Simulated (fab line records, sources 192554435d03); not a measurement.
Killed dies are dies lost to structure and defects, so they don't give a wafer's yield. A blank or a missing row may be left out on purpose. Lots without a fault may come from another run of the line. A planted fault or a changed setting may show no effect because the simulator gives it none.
Split-lot experiment | flow n5_finfet | 7 lots, 39 wafers read, on a route of 1938 steps

THE SPLIT
At N5_BEOL_M9_CVD_78 (deposits Co from CCTBA/H2, target thk 2 nm, time 138.9 s), the setting target_thk_a was moved away from the recipe's 20 angstrom on 12 of the 39 wafers read, by -21.2% to +43.7%. The other wafers ran this setting at the recipe's value.

The reading is taken at the split's own step.

THE READING
Co_of_BEOL_M9_CVD_78.thk_nm (the simulator's own value, which no gauge read), in nm, at N5_BEOL_M9_CVD_78 (deposits Co from CCTBA/H2, target thk 2 nm, time 138.9 s). The file gives no usual value for it. The 27 wafers here that ran the recipe average 2.0 nm, standard deviation 0.1 nm.

wafer  | tool, chamber at the split | target_thk_a as run, angstrom | against the recipe | Co_of_BEOL_M9_CVD_78.thk_nm, nm | against lot-mates on the recipe
L080.1 | cvd_co-02, 0,1,0           | 20                            | recipe             | 2                               | -
L080.2 | cvd_co-02, 0,1,0           | 20                            | recipe             | 2                               | -
L080.6 | cvd_co-02, 0,1,0           | 20                            | recipe             | 2                               | -
L080.3 | cvd_co-02, 2               | 16.35                         | -18.2%             | 1.6                             | -0.4
L080.4 | cvd_co-02, 2               | 16.35                         | -18.2%             | 1.6                             | -0.4
L080.5 | cvd_co-02, 1               | 16.35                         | -18.2%             | 1.4                             | -0.6
L082.1 | cvd_co-02, 2,0             | 20                            | recipe             | 2                               | -
L082.3 | cvd_co-02, 2,0             | 20                            | recipe             | 2                               | -
L082.2 | cvd_co-02, 1               | 20                            | recipe             | 1.8                             | -
L082.4 | cvd_co-02, 2               | 15.76                         | -21.2%             | 1.4                             | -0.5
L082.5 | cvd_co-02, 1               | 15.76                         | -21.2%             | 1.2                             | -0.7
L082.6 | cvd_co-02, 0               | 15.76                         | -21.2%             | 1.6                             | -0.3
L086.1 | cvd_co-02, 2               | 28.74                         | +43.7%             | 2.8                             | +0.9
L086.2 | cvd_co-02, 0               | 28.74                         | +43.7%             | 3                               | +1.1
L086.6 | cvd_co-02, 0               | 28.74                         | +43.7%             | 3                               | +1.1
L086.3 | cvd_co-02, 2               | 20                            | recipe             | 1.8                             | -
L086.4 | cvd_co-02, 0,2             | 20                            | recipe             | 2                               | -
L086.5 | cvd_co-02, 0,2             | 20                            | recipe             | 2                               | -
L087.1 | cvd_co-01, 0,2,0,1         | 20                            | recipe             | 2                               | -
L087.3 | cvd_co-01, 0,2,0,1         | 20                            | recipe             | 2                               | -
L087.5 | cvd_co-01, 0,2,0,1         | 20                            | recipe             | 2                               | -
L087.6 | cvd_co-01, 0,2,0,1         | 20                            | recipe             | 2                               | -
L087.2 | cvd_co-01, 1,2             | 20                            | recipe             | 2.2                             | -
L087.4 | cvd_co-01, 1,2             | 20                            | recipe             | 2.2                             | -
L091.1 | cvd_co-01, 2,0,1,0         | 20                            | recipe             | 2                               | -
L091.2 | cvd_co-01, 2,0,1,0         | 20                            | recipe             | 2                               | -
L091.3 | cvd_co-01, 2,0,1,0         | 20                            | recipe             | 2                               | -
L091.6 | cvd_co-01, 2,0,1,0         | 20                            | recipe             | 2                               | -
L091.4 | cvd_co-01, 1,2             | 20                            | recipe             | 1.8                             | -
L091.5 | cvd_co-01, 1,2             | 20                            | recipe             | 1.8                             | -
L097.1 | cvd_co-02, 0,2             | 20                            | recipe             | 2                               | -
L097.6 | cvd_co-02, 0,2             | 20                            | recipe             | 2                               | -
L097.4 | cvd_co-02, 0               | 20                            | recipe             | 2.2                             | -
L095.1 | cvd_co-01, 2,1             | 23.68                         | +18.4%             | 2.4                             | +0.4
L095.3 | cvd_co-01, 2,1             | 23.68                         | +18.4%             | 2.4                             | +0.4
L095.2 | cvd_co-01, 0,0,2           | 20                            | recipe             | 2                               | -
L095.5 | cvd_co-01, 0,0,2           | 20                            | recipe             | 2                               | -
L095.6 | cvd_co-01, 0,0,2           | 20                            | recipe             | 2                               | -
L095.4 | cvd_co-01, 1               | 23.68                         | +18.4%             | 2.2                             | +0.2
Where a row lists several chambers, the file gives one row for several wafers and doesn't say which wafer went through which chamber.

THE FIT
A straight line over all 39 wafers: Co_of_BEOL_M9_CVD_78.thk_nm changes by +0.0227 nm for each +1% of target_thk_a; r = +0.95; the points scatter about the line by 0.11 nm.
The same after taking each lot's own level away (the mean of its wafers on the recipe; 39 wafers): +0.0231 nm for each +1%; r = +0.96; scatter 0.1 nm.
On that fit, the largest move of target_thk_a shifts the reading by 1 nm.
The lots' own levels span 1.93 to 2.07 nm, that is 1.3 times the standard deviation above.
So the lot-to-lot level changes the slope little: the two slopes agree.
Check: with one of the wafers moved furthest among these (+43.7%) left out of the fit, the line predicts +1.03 nm for it against its lot-mates. It came out at +0.867 nm against them.

OTHER SPLITS ON THESE WAFERS
These wafers also went through other splits before the reading. Each is held against what the fit with the lots' levels taken away leaves over:
other split on the same wafers     | wafers away from the commonest value | r with Co_of_BEOL_M9_CVD_78.thk_nm (lot level and that fit taken away)
N5_HKMG_FIN_ALD_91 ald_cycles      | 15                                   | +0.12
N5_BEOL_M2_VIA_ETCH_34 time_s      | 18                                   | +0.01
N5_BEOL_M5_HM_DEP_02 target_thk_a  | 15                                   | +0.31
N5_BEOL_M8_ILD_DEP_00 target_thk_a | 15                                   | +0.24

THE FILE'S OWN FIT
Co_of_BEOL_M9_CVD_78.thk_nm changes by +0.023 nm for each +1% of target_thk_a, r = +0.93.
